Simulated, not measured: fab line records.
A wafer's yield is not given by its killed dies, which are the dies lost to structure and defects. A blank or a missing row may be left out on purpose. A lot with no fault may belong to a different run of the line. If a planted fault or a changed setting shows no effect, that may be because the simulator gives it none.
Which tool is to blame? + flow nand_harc + Sampling: 13 lots, 39 wafers, 6 of 1159 route steps

WHAT EACH GAUGE READ, for each wafer
NHARC_A_ONON_D1_THK_MEAS_30: measures by ellipsometry. Usual: thk_nm reads 1000 nm (standard deviation 11).
| lot  | measured     | on            | thk_nm (nm)    | flag |
|------|--------------|---------------|----------------|------|
| L160 | day 8 11:20  | film_metro-01 | 1022 1020 1022 |      |
| L161 | day 8 16:23  | film_metro-01 | 1009 1010 1009 |      |
| L162 | day 9 00:34  | film_metro-02 | 988 988 988    |      |
| L165 | day 9 04:28  | film_metro-01 | 995 996 997    |      |
| L164 | day 9 04:26  | film_metro-02 | 990 990 989    |      |
| L167 | day 9 16:47  | film_metro-02 | 987 986 988    |      |
| L170 | day 10 17:17 | film_metro-01 | 633 634 634    | OFF  |
| L169 | day 10 17:21 | film_metro-02 | 1016 1015 1012 |      |
| L171 | day 11 06:38 | film_metro-02 | 651 648 649    | OFF  |
| L175 | day 12 01:29 | film_metro-02 | 996 995 997    |      |
| L176 | day 12 09:52 | film_metro-02 | 995 992 991    |      |
| L178 | day 12 20:35 | film_metro-01 | 993 995 992    |      |
| L180 | day 13 14:34 | film_metro-02 | 994 994 994    |      |

NHARC_A_CHANNEL_HOLE_D1_INSPECT_12. Usual: raw_defect_count reads 5.7 (standard deviation 2.6).
| lot  | measured     | on                | raw_defect_count | flag |
|------|--------------|-------------------|------------------|------|
| L160 | day 8 15:56  | defect_inspect-01 | 6 8 3            |      |
| L161 | day 8 20:17  | defect_inspect-02 | 4 9 3            |      |
| L162 | day 9 04:17  | defect_inspect-02 | 6 6 8            |      |
| L165 | day 9 08:24  | defect_inspect-01 | 7 11 6           |      |
| L164 | day 9 08:14  | defect_inspect-02 | 1 3 11           |      |
| L167 | day 9 20:10  | defect_inspect-02 | 9 6 5            |      |
| L169 | day 10 22:05 | defect_inspect-01 | 4 3 3            |      |
| L175 | day 12 05:01 | defect_inspect-01 | 13 7 0           |      |
| L176 | day 12 14:39 | defect_inspect-01 | 4 3 3            |      |
| L178 | day 13 02:23 | defect_inspect-02 | 8 4 5            |      |
| L180 | day 13 18:08 | defect_inspect-01 | 5 3 6            |      |

NHARC_END_SORT_01. Usual: killed_at_array 21, standard deviation 8.9; killed_at_other 0.8, standard deviation 1.3; killed_at_periphery 3.6, standard deviation 2.4; killed_dies 26, standard deviation 8.9; killed_open 3.1, standard deviation 1.8; killed_short 1.9, standard deviation 1.3.
| lot  | measured     | on        | killed_at_array | killed_at_other | killed_at_periphery | killed_dies | killed_open | killed_short | flag |
|------|--------------|-----------|-----------------|-----------------|---------------------|-------------|-------------|--------------|------|
| L171 | day 23 00:34 | prober-02 | 673 671 671     | 0 2 1           | 4 4 5               | 677 677 677 | 3 6 6       | 4 1 2        | OFF  |

TOOL THAT RAN EACH LOT (tool first, then ch and the chambers of the sampled wafers, then the start)
| lot  | NHARC_A_ONON_D1_DEP_28           | NHARC_A_CHANNEL_HOLE_D1_ETCH_38    | NHARC_A_CHANNEL_HOLE_D1_ETCH_19  |
|------|----------------------------------|------------------------------------|----------------------------------|
| L160 | pecvd_onon-01 ch 0, day 8 10:53  | rie_diel-01 ch 0,3, day 8 16:21    | har_etch-01 ch 0,1, day 8 17:47  |
| L161 | pecvd_onon-01 ch 0, day 8 15:56  | rie_diel-01 ch 1,2,3, day 8 20:26  | har_etch-02 ch 0,1, day 8 21:33  |
| L162 | pecvd_onon-02 ch 0, day 9 00:07  | rie_diel-01 ch 0,1,2, day 9 04:27  | har_etch-01 ch 0,1, day 9 05:32  |
| L165 | pecvd_onon-03 ch 0, day 9 03:59  | rie_diel-01 ch 1,2, day 9 08:33    | har_etch-02 ch 0,1, day 9 10:29  |
| L164 | pecvd_onon-02 ch 0, day 9 04:02  | rie_diel-10 ch 1,3, day 9 08:23    | har_etch-01 ch 0,1, day 9 09:43  |
| L167 | pecvd_onon-01 ch 0, day 9 16:20  | rie_diel-02 ch 0,2,3, day 9 20:19  | har_etch-01 ch 0,1, day 9 21:24  |
| L170 | pecvd_onon-01 ch 0, day 10 16:50 | -                                  | -                                |
| L169 | pecvd_onon-03 ch 0, day 10 16:57 | rie_diel-01 ch 0,1,2, day 10 22:14 | har_etch-01 ch 0,1, day 11 00:14 |
| L171 | pecvd_onon-01 ch 0, day 11 06:07 | -                                  | -                                |
| L175 | pecvd_onon-02 ch 0, day 12 01:02 | rie_diel-02 ch 0,1,3, day 12 05:17 | har_etch-02 ch 0,1, day 12 06:44 |
| L176 | pecvd_onon-03 ch 0, day 12 09:25 | rie_diel-01 ch 1,2, day 12 14:49   | har_etch-02 ch 0,1, day 12 15:55 |
| L178 | pecvd_onon-03 ch 0, day 12 20:08 | rie_diel-10 ch 0,2,3, day 13 02:32 | har_etch-02 ch 1, day 13 03:39   |
| L180 | pecvd_onon-03 ch 0, day 13 14:03 | rie_diel-10 ch 0,1,3, day 13 18:18 | har_etch-02 ch 0,1, day 13 23:23 |
- NHARC_A_ONON_D1_DEP_28: target thk 1000 nm.
- NHARC_A_CHANNEL_HOLE_D1_ETCH_38: etches the open film in CF4, target depth 39 nm, time 65 s.
- NHARC_A_CHANNEL_HOLE_D1_ETCH_19: etches the open film in C4F8/O2/Ar, time 34.5 s.

WHAT THE TOOLS THEMSELVES READ (means of the sampled wafers that have a number; where no wafer has one, the mark that the record gives instead)
NHARC_A_CHANNEL_HOLE_D1_ETCH_38. Usual: drypump_motor_current_A 6.0 A, standard deviation 0.38; oes_product_au 1.002 a.u., standard deviation 0.0088; rf_fwd_power_W 297.3 W, standard deviation 1.1; rf_vpp_V 151.3 V, standard deviation 1; showerhead_plenum_p_Torr 1.77 Torr, standard deviation 0.052; throttle_valve_pct 13.284 %, standard deviation 0.0087.
| lot  | tool        | drypump_motor_current_A (A) | oes_product_au (a.u.) | rf_fwd_power_W (W) | rf_vpp_V (V) | showerhead_plenum_p_Torr (Torr) | throttle_valve_pct (%) | flag |
|------|-------------|-----------------------------|-----------------------|--------------------|--------------|---------------------------------|------------------------|------|
| L160 | rie_diel-01 | 6.2                         | 0.995                 | 297.6              | 150.5        | 1.77                            | 13.288                 |      |
| L161 | rie_diel-01 | 6.1                         | 1.002                 | 297.5              | 151.0        | 1.73                            | 13.288                 |      |
| L162 | rie_diel-01 | 6.3                         | 0.996                 | 297.7              | 151.0        | 1.75                            | 13.291                 |      |
| L165 | rie_diel-01 | 6.2                         | 0.997                 | 297.3              | 151.4        | 1.73                            | 13.274                 |      |
| L164 | rie_diel-10 | 5.6                         | 1.009                 | 297.0              | 152.9        | 1.85                            | 13.277                 |      |
| L167 | rie_diel-02 | 5.8                         | 0.998                 | 296.7              | 150.8        | 1.75                            | 13.279                 |      |
| L169 | rie_diel-01 | 6.3                         | 1.006                 | 298.5              | 151.4        | 1.75                            | 13.284                 |      |
| L175 | rie_diel-02 | 5.5                         | 0.994                 | 296.4              | 151.8        | 1.79                            | 13.293                 |      |
| L176 | rie_diel-01 | 6.2                         | 0.999                 | 298.3              | 150.7        | 1.73                            | 13.282                 |      |
| L178 | rie_diel-10 | 5.9                         | 1.005                 | 296.8              | 151.4        | 1.77                            | 13.291                 |      |
| L180 | rie_diel-10 | 5.8                         | 1.003                 | 296.5              | 151.6        | 1.82                            | 13.284                 |      |

NHARC_A_CHANNEL_HOLE_D1_ETCH_19. Usual: c4f8_flow_sccm 28.80 sccm, standard deviation 0.074; drypump_motor_current_A 5.7 A, standard deviation 0.41; rf_fwd_power_W 2453 W, standard deviation 18; showerhead_plenum_p_Torr 3.79 Torr, standard deviation 0.091; throttle_valve_pct 37.038 %, standard deviation 0.0093.
| lot  | tool        | c4f8_flow_sccm (sccm) | drypump_motor_current_A (A) | rf_fwd_power_W (W) | showerhead_plenum_p_Torr (Torr) | throttle_valve_pct (%) | flag |
|------|-------------|-----------------------|-----------------------------|--------------------|---------------------------------|------------------------|------|
| L160 | har_etch-01 | 28.81                 | 5.2                         | 2458               | 3.75                            | 37.047                 |      |
| L161 | har_etch-02 | 28.84                 | 6.1                         | 2440               | 3.88                            | 37.048                 |      |
| L162 | har_etch-01 | 28.82                 | 5.4                         | 2449               | 3.70                            | 37.044                 |      |
| L165 | har_etch-02 | 28.79                 | 6.0                         | 2462               | 3.84                            | 37.038                 |      |
| L164 | har_etch-01 | 28.76                 | 5.2                         | 2449               | 3.74                            | 37.041                 |      |
| L167 | har_etch-01 | 28.85                 | 5.2                         | 2460               | 3.74                            | 37.034                 |      |
| L169 | har_etch-01 | 28.89                 | 5.4                         | 2451               | 3.68                            | 37.037                 |      |
| L175 | har_etch-02 | 28.87                 | 6.0                         | 2447               | 3.86                            | 37.036                 |      |
| L176 | har_etch-02 | 28.75                 | 6.0                         | 2445               | 3.86                            | 37.039                 |      |
| L178 | har_etch-02 | 28.84                 | 6.1                         | 2443               | 3.89                            | 37.035                 |      |
| L180 | har_etch-02 | 28.74                 | 6.0                         | 2466               | 3.82                            | 37.036                 |      |

THE ANSWER, worked out from the rows above alone
Rule: a lot counts as off when the mean over its wafers that have a number is more than 3 standard deviations away from the usual mean. Also off: a lot with no number at a reading for which 4 or more lots have one. Where the step has rows for the other lots, those lots are counted as sound. After the gauges, taken in route order, come the tools' own readings; for these a lot's mean is taken, as printed above. The first step at which some lot is off is used, and at that step the reading that is off furthest; a lot without a number counts as furthest.
Off: L170, L171, at NHARC_A_ONON_D1_THK_MEAS_30 (thk_nm).
If a tool, at a process step before that reading, ran all the lots that are off and no sound lot after the first of them, it fits. The gauges at NHARC_A_ONON_D1_THK_MEAS_30 are tried like those tools. One fits: pecvd_onon-01 at NHARC_A_ONON_D1_DEP_28. Its last sound lot is L167 (day 9 16:20), its first lot that is off L170 (day 10 16:50): a fault that began between those two fits.

WHAT WAS PUT IN BY THE SIMULATOR
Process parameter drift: pecvd_onon-01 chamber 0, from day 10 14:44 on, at NHARC_A_ONON_D1_DEP_28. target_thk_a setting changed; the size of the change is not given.
Shown lots that were struck: L170, L171. The rule above reached the same finding.
